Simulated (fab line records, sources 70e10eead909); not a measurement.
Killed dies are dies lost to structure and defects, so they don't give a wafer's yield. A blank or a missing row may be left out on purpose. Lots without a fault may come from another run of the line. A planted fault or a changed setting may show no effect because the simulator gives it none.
Chamber matching | flow nand_harc | NHARC_A_DECK1_JOINT_CMP_13 on cmp-03: 4 sister chambers
The step polishes, target thk 51.023 nm. 15 wafers are shown with their chamber, then 7 later ones without.

WAFERS WITH THEIR CHAMBER
wafer  | chamber | motor_current_A (A) | time_to_endpoint_s (s)
L258.3 | 3       | 12.0                | 8.5
L258.5 | 1       | 10.9                | 9.2
L258.6 | 0       | 11.4                | 9.9
L259.2 | 2       | 12.2                | 4.8
L259.4 | 1       | 10.9                | 9.8
L259.6 | 2       | 11.5                | 7.6
L261.2 | 1       | 11.4                | 8.8
L261.5 | 2       | 11.7                | 9.2
L261.6 | 1       | 11.0                | 10.8
L264.4 | 3       | 11.9                | 8.3
L264.6 | 2       | 12.3                | 7.7
L265.3 | 2       | 10.7                | 6.7
L265.4 | 3       | 11.3                | 9.5
L269.3 | 3       | 12.1                | 4.5
L269.4 | 1       | 10.8                | 6.0

SIGNATURES (means of the wafers above)
reading            | chamber 0 | chamber 1 | chamber 2 | chamber 3 | scatter within a chamber
motor_current_A    | 11.400    | 11.000    | 11.680    | 11.825    | 0.453
time_to_endpoint_s | 9.900     | 8.920     | 7.200     | 7.700     | 1.85
Rule: a wafer's distance from a chamber is the root of the sum, over the readings, of the square of ((its reading less the chamber's mean) divided by the reading's scatter). The wafer belongs to the nearest chamber; if the next one is less than 2 further off, it can't be placed. The scatter: the root of (the sum of the squares of (reading less its chamber's mean) over the shown wafers, divided by (wafers less chambers)).

WAFERS WITHOUT THEIR CHAMBER
wafer  | motor_current_A (A) | time_to_endpoint_s (s)
L269.6 | 10.7                | 5.4
L274.3 | 12.0                | 5.9
L274.4 | 12.0                | 10.4
L274.5 | 11.4                | 8.1
L277.1 | 12.3                | 11.3
L277.4 | 11.7                | 9.8
L277.5 | 11.7                | 8.1

WHICH CHAMBER EACH WENT THROUGH
wafer  | from the rows above               | in truth
L269.6 | can't be placed: 1 or 2 or 3 or 0 | 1
L274.3 | can't be placed: 2 or 3 or 0 or 1 | 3
L274.4 | can't be placed: 0 or 3 or 2 or 1 | 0
L274.5 | can't be placed: 2 or 3 or 0 or 1 | 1
L277.1 | can't be placed: 0 or 3 or 2 or 1 | 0
L277.4 | can't be placed: 0 or 3 or 2 or 1 | 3
L277.5 | can't be placed: 3 or 2 or 0 or 1 | 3
Placed correctly: 0 of 7. Can't be placed from these rows: 7 (the true chamber is among the candidates in 7). Placed wrongly: 0.
